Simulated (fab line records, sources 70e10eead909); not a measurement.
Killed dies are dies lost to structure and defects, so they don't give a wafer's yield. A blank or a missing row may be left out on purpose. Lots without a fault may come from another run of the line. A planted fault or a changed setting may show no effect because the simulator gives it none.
Chamber matching | flow nand_harc | NHARC_A_STAIRCASE_ALD_420 on ald_hk-01: 4 sister chambers
The step deposits SiO2, target thk 20 nm, pulse time 6 s, ald cycles 200. 16 wafers are shown with their chamber, then 8 later ones without.

WAFERS WITH THEIR CHAMBER
wafer  | chamber | heater_power_w (W) | precursor_pulse_height_rel
L074.1 | 0       | 430                | 0.970
L074.3 | 1       | 405                | 1.014
L074.6 | 2       | 551                | 0.976
L079.3 | 3       | 515                | 1.011
L079.5 | 1       | 397                | 1.002
L079.6 | 2       | 546                | 1.008
L080.2 | 1       | 402                | 1.003
L080.3 | 2       | 531                | 0.975
L080.5 | 2       | 555                | 0.971
L084.2 | 1       | 376                | 0.968
L084.5 | 3       | 502                | 0.994
L084.6 | 0       | 420                | 1.004
L085.3 | 3       | 506                | 0.969
L085.4 | 1       | 381                | 0.989
L085.5 | 1       | 386                | 1.002
L086.3 | 1       | 389                | 1.025

SIGNATURES (means of the wafers above)
reading                    | chamber 0 | chamber 1 | chamber 2 | chamber 3 | scatter within a chamber
heater_power_w             | 425.00    | 390.86    | 545.75    | 507.67    | 9.9
precursor_pulse_height_rel | 0.98700   | 1.00043   | 0.98250   | 0.99133   | 0.019
Rule: a wafer's distance from a chamber is the root of the sum, over the readings, of the square of ((its reading less the chamber's mean) divided by the reading's scatter). The wafer belongs to the nearest chamber; if the next one is less than 2 further off, it can't be placed. The scatter: the root of (the sum of the squares of (reading less its chamber's mean) over the shown wafers, divided by (wafers less chambers)).

WAFERS WITHOUT THEIR CHAMBER
wafer  | heater_power_w (W) | precursor_pulse_height_rel
L086.5 | 374                | 1.040
L086.6 | 535                | 0.983
L087.1 | 381                | 1.005
L087.3 | 433                | 0.985
L087.6 | 513                | 0.984
L094.2 | 391                | 0.995
L094.3 | 425                | 0.999
L094.4 | 548                | 0.978

WHICH CHAMBER EACH WENT THROUGH
wafer  | from the rows above     | in truth
L086.5 | 1                       | 1
L086.6 | can't be placed: 2 or 3 | 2
L087.1 | 1                       | 1
L087.3 | 0                       | 0
L087.6 | 3                       | 3
L094.2 | 1                       | 1
L094.3 | 0                       | 0
L094.4 | 2                       | 2
Placed correctly: 7 of 8. Can't be placed from these rows: 1 (the true chamber is among the candidates in 1). Placed wrongly: 0.
